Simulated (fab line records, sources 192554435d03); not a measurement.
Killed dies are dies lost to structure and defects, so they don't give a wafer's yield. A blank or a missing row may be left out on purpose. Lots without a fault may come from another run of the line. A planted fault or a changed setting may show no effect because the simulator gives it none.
Chamber matching | flow n5_finfet | N5_BEOL_M9_STRIP_19 on rie_diel-04: 4 sister chambers
The step strips in O2. 16 wafers are shown with their chamber, then 8 later ones without.

WAFERS WITH THEIR CHAMBER
wafer  | chamber | drypump_motor_current_A (A) | throttle_valve_pct (%) | showerhead_plenum_p_Torr (Torr)
L074.3 | 1       | 4.9                         | 16.65                  | 2.21
L074.4 | 2       | 5.3                         | 16.28                  | 2.05
L074.6 | 3       | 5.3                         | 16.89                  | 2.18
L076.1 | 2       | 5.3                         | 16.28                  | 2.05
L076.4 | 1       | 4.9                         | 16.64                  | 2.21
L076.6 | 2       | 5.3                         | 16.27                  | 2.05
L077.1 | 2       | 5.3                         | 16.31                  | 2.05
L077.3 | 0       | 5.6                         | 16.72                  | 2.09
L077.4 | 1       | 4.9                         | 16.64                  | 2.21
L081.2 | 3       | 5.3                         | 16.92                  | 2.17
L081.3 | 0       | 5.7                         | 16.73                  | 2.08
L081.4 | 1       | 4.9                         | 16.65                  | 2.21
L084.3 | 3       | 5.3                         | 16.91                  | 2.17
L084.5 | 3       | 5.3                         | 16.91                  | 2.17
L084.6 | 2       | 5.3                         | 16.34                  | 2.04
L088.1 | 2       | 5.3                         | 16.32                  | 2.04

SIGNATURES (means of the wafers above)
reading                  | chamber 0 | chamber 1 | chamber 2 | chamber 3 | scatter within a chamber
drypump_motor_current_A  | 5.650     | 4.900     | 5.300     | 5.300     | 0.0204
throttle_valve_pct       | 16.7250   | 16.6450   | 16.3000   | 16.9075   | 0.0192
showerhead_plenum_p_Torr | 2.0850    | 2.2100    | 2.0467    | 2.1725    | 0.00464
Rule: a wafer's distance from a chamber is the root of the sum, over the readings, of the square of ((its reading less the chamber's mean) divided by the reading's scatter). The wafer belongs to the nearest chamber; if the next one is less than 2 further off, it can't be placed. The scatter: the root of (the sum of the squares of (reading less its chamber's mean) over the shown wafers, divided by (wafers less chambers)).

WAFERS WITHOUT THEIR CHAMBER
wafer  | drypump_motor_current_A (A) | throttle_valve_pct (%) | showerhead_plenum_p_Torr (Torr)
L088.2 | 5.6                         | 16.76                  | 2.08
L088.4 | 5.3                         | 16.93                  | 2.17
L089.1 | 4.9                         | 16.72                  | 2.20
L089.4 | 5.3                         | 16.94                  | 2.17
L089.6 | 5.6                         | 16.76                  | 2.08
L090.1 | 5.6                         | 16.77                  | 2.08
L090.3 | 5.3                         | 16.36                  | 2.03
L090.6 | 5.3                         | 16.34                  | 2.03

WHICH CHAMBER EACH WENT THROUGH
wafer  | from the rows above | in truth
L088.2 | 0                   | 0
L088.4 | 3                   | 3
L089.1 | 1                   | 1
L089.4 | 3                   | 3
L089.6 | 0                   | 0
L090.1 | 0                   | 0
L090.3 | 2                   | 2
L090.6 | 2                   | 2
Placed correctly: 8 of 8. Can't be placed from these rows: 0. Placed wrongly: 0.
